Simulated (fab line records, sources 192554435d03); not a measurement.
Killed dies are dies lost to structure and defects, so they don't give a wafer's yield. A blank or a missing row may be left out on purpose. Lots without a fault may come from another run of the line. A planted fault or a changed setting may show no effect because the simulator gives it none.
Problem report in the 8D (eight disciplines) form, filled by code | flow n5_finfet | the parts of the form that need people (team, actions taken, sign-off) are left out

1. THE PROBLEM
rf_fwd_power_W at N5_BEOL_M10_ETCH_41 reads a mean of 487.8 W on 6 wafers of 2 lots; wafers without a fault read 391.9 W with a standard deviation of 1.5. That is +64 standard deviations from the usual mean.
The step: etches SiCN in CH3F/O2, target depth 42.6 nm, time 86 s.
First seen on wafer L956.1, day 13 08:16, on rie_diel-06. The record holds 18 wafers of 6 lots with a number at this step. Rule for "out", or "out of limits": more than 4 standard deviations from the usual mean. The other wafers with a number count as sound.

2. WHAT IT IS AND WHAT IT IS NOT
question                    | is                       | is not
which readings at this step | rf_fwd_power_W, rf_vpp_V | CH3F_flow_sccm, O2_flow_sccm, chamber_pressure_mTorr, drypump_motor_current_A, oes_product_au, showerhead_plenum_p_Torr
which lots                  | L956, L961               | L955, L962, L968, L969
which wafers of those lots  | all that have a number   | -
read on which tools         | rie_diel-06              | rie_diel-02, rie_diel-05
when                        | from day 13 08:16        | up to then (3 sound wafers); but 9 sound wafers of L962, L968, L969 came after

3. SUSPECTS, AND WHAT RULES EACH OUT
Counting: a tool at a process step up to the reading stays a suspect if it ran every lot that is out and no sound lot after the first of them.
- rie_diel-06 at N5_BEOL_M10_ETCH_65 (etches SiARC in CF4, target depth 39 nm, time 65 s): kept. It ran every lot that is out, first L956 (day 13 07:56), and no sound lot after that; its last sound lot up to then is L955 (day 12 21:23).
- rie_diel-06 at N5_BEOL_M10_ETCH_66 (etches SOC in N2/H2, target depth 120 nm, overetch 24 nm, time 180 s): kept. It ran every lot that is out, first L956 (day 13 07:59), and no sound lot after that; its last sound lot up to then is L955 (day 12 21:26).
- rie_diel-06 at N5_BEOL_M10_VIA_ETCH_34 (etches SiCOH lowk in C4F6/O2, target depth 184.5 nm, time 69.2 s): kept. It ran every lot that is out, first L956 (day 13 08:07), and no sound lot after that; its last sound lot up to then is L955 (day 12 21:34).
- rie_diel-06 at N5_BEOL_M10_STRIP_36 (strips in N2/H2): kept. It ran every lot that is out, first L956 (day 13 08:11), and no sound lot after that; its last sound lot up to then is L955 (day 12 21:37).
- rie_diel-06 at N5_BEOL_M10_TRENCH_ETCH_37 (etches SiCOH lowk in C4F6/O2, target depth 148.83 nm, time 48 s): kept. It ran every lot that is out, first L956 (day 13 08:16), and no sound lot after that; its last sound lot up to then is L955 (day 12 21:42). N5_BEOL_M10_TRENCH_ETCH_37 gives no start for some lots, so the hours and the order of its lots are those of N5_BEOL_M10_ETCH_41.
- rie_diel-06 at N5_BEOL_M10_ETCH_41 (etches SiCN in CH3F/O2, target depth 42.6 nm, time 86 s): kept. It ran every lot that is out, first L956 (day 13 08:16), and no sound lot after that; its last sound lot up to then is L955 (day 12 21:42). Its own readings are out on those wafers: rf_fwd_power_W, rf_vpp_V.
Left after counting: rie_diel-06 at N5_BEOL_M10_ETCH_65, rie_diel-06 at N5_BEOL_M10_ETCH_66, rie_diel-06 at N5_BEOL_M10_VIA_ETCH_34, rie_diel-06 at N5_BEOL_M10_STRIP_36, rie_diel-06 at N5_BEOL_M10_TRENCH_ETCH_37, rie_diel-06 at N5_BEOL_M10_ETCH_41.

4. THE CAUSE (what the simulator had put in)
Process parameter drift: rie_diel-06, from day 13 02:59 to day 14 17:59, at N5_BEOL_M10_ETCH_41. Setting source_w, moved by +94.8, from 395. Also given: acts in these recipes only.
Counting left 6 suspects, and this tool is among them.

5. THE CHAIN OF EFFECTS, in route order
Each row: a reading whose mean over the struck wafers that have a number lies more than 3 standard deviations from the usual. Only readings for which the record gives a usual standard deviation are gone through. hours: the time from each lot's start at the first step in this table that gives one to its start at this step, as a median over the lots. sigmas: the change in usual standard deviations.
hours | step                | reading        | usual   | on struck wafers | change | sigmas
0     | N5_BEOL_M10_ETCH_41 | rf_fwd_power_W | 391.9 W | 487.8            | +95.9  | +64
0     | N5_BEOL_M10_ETCH_41 | rf_vpp_V       | 297.7 V | 276.6            | -21.1  | -13
The process steps in it:
- N5_BEOL_M10_ETCH_41: etches SiCN in CH3F/O2, target depth 42.6 nm, time 86 s.

6. WHAT WOULD HAVE CAUGHT IT SOONER
In this record the first reading out of limits was taken at day 13 08:16, 5 hours after the fault began at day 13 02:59.
